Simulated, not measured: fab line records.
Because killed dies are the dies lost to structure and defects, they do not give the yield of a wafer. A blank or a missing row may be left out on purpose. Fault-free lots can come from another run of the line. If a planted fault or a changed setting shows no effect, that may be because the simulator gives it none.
Chamber matching	flow n5Finfet	4 sister chambers for N5_MOL_CONTACT_COAG_ETCH_91 on rieDiel-01
The step etches SOC in N2/H2, target depth 60 nm, overetch 21 nm, time 101.2 s. 16 wafers are shown with their chamber, then 8 later ones without.

== WAFERS WITH THEIR CHAMBER ==
wafer	chamber	drypumpMotorCurrentA (A)	showerheadPlenumPTorr (Torr)	throttleValvePct (%)
L075.2	3	6.2	2.70	17.44
L075.4	0	5.8	2.54	17.66
L075.5	2	4.8	2.45	17.95
L076.1	2	4.8	2.45	17.96
L076.3	1	5.1	2.63	17.84
L076.4	1	5.1	2.63	17.84
L080.1	1	5.1	2.63	17.84
L080.2	0	5.8	2.54	17.67
L080.4	1	5.1	2.63	17.84
L082.1	1	5.1	2.63	17.85
L082.2	0	5.8	2.54	17.66
L082.6	1	5.1	2.63	17.86
L083.1	3	6.2	2.69	17.47
L083.2	0	5.8	2.53	17.68
L083.4	2	4.8	2.44	17.99
L087.2	1	5.0	2.62	17.89

SIGNATURES, as means of the wafers listed above
reading	chamber 0	chamber 1	chamber 2	chamber 3	scatter within a chamber
drypumpMotorCurrentA	5.800	5.086	4.800	6.200	0.0267
showerheadPlenumPTorr	2.5375	2.6286	2.4467	2.6950	0.00481
throttleValvePct	17.6675	17.8514	17.9667	17.4550	0.0175
Rule: for each reading, subtract the chamber's mean from the wafer's reading, divide by that reading's scatter and square the result; add these up over the readings and take the root, which gives the wafer's distance from the chamber. If the next closest chamber is less than 2 further off than the closest, the wafer can't be placed; otherwise it belongs to the closest. The scatter: take each reading less its chamber's mean, square it, sum over the shown wafers, divide by the number of wafers less the number of chambers, and take the root.

== WAFERS WHOSE CHAMBER IS MISSING ==
wafer	drypumpMotorCurrentA (A)	showerheadPlenumPTorr (Torr)	throttleValvePct (%)
L087.4	5.8	2.53	17.68
L087.6	5.8	2.53	17.67
L088.1	4.8	2.44	17.99
L088.2	6.2	2.68	17.47
L088.5	6.2	2.68	17.49
L094.2	5.8	2.52	17.74
L094.5	5.8	2.52	17.71
L094.6	5.0	2.62	17.90

== WHICH CHAMBER EACH ONE RAN IN ==
wafer	from the rows above	in truth
L087.4	0	0
L087.6	0	0
L088.1	2	2
L088.2	3	3
L088.5	3	3
L094.2	0	0
L094.5	0	0
L094.6	1	1
8 of 8 placed correctly. Left unplaced by these rows: 0. 0 placed wrongly.
